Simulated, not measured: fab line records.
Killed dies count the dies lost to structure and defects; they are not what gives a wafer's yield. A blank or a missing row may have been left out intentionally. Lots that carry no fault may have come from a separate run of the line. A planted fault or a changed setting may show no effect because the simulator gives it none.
Matching of chambers | flow n5Finfet | rieDiel-01 running N5_BEOL_M6_DESCUM_16: 4 sister chambers
The step chemistry O2, time 7.9 s. 8 wafers are shown with their chamber, then 7 later ones without.

== EACH WAFER AND ITS CHAMBER ==
wafer  | chamber | showerheadPlenumPTorr (Torr) | drypumpMotorCurrentA (A)
L078.2 | 0       | 2.18                         | 6.5
L078.6 | 3       | 2.08                         | 6.1
L080.2 | 0       | 2.17                         | 6.4
L082.5 | 2       | 2.14                         | 6.2
L085.2 | 2       | 2.13                         | 6.2
L085.6 | 1       | 1.97                         | 5.9
L089.3 | 3       | 2.07                         | 6.1
L089.4 | 1       | 1.97                         | 5.9

== WAFERS WITH NO CHAMBER GIVEN ==
wafer  | showerheadPlenumPTorr (Torr) | drypumpMotorCurrentA (A)
L089.6 | 2.17                         | 6.5
L090.1 | 2.07                         | 6.2
L090.4 | 1.97                         | 5.9
L090.6 | 1.97                         | 5.9
L094.2 | 2.17                         | 6.5
L094.5 | 2.17                         | 6.5
L094.6 | 2.07                         | 6.1

== CHAMBER TAKEN BY EACH ==
wafer  | from the rows above | in truth
L089.6 | 0                   | 0
L090.1 | 3                   | 3
L090.4 | 1                   | 1
L090.6 | 1                   | 1
L094.2 | 0                   | 0
L094.5 | 0                   | 0
L094.6 | 3                   | 3
Placed correctly: 7 of 7. Number that these rows cannot place: 0. 0 placed wrongly.
How it was worked out, from the rows above alone: a wafer's distance from a chamber is the root of the sum, over the readings, of the square of ((its reading less the chamber's mean) divided by the reading's scatter). If the next closest chamber is less than 2 further off than the closest, the wafer can't be placed; otherwise it belongs to the closest. The mean given for a chamber averages the wafers shown for that chamber. The scatter is the square root of a quotient: the sum, over the shown wafers, of each reading's squared deviation from its chamber's mean, divided by wafers minus chambers.
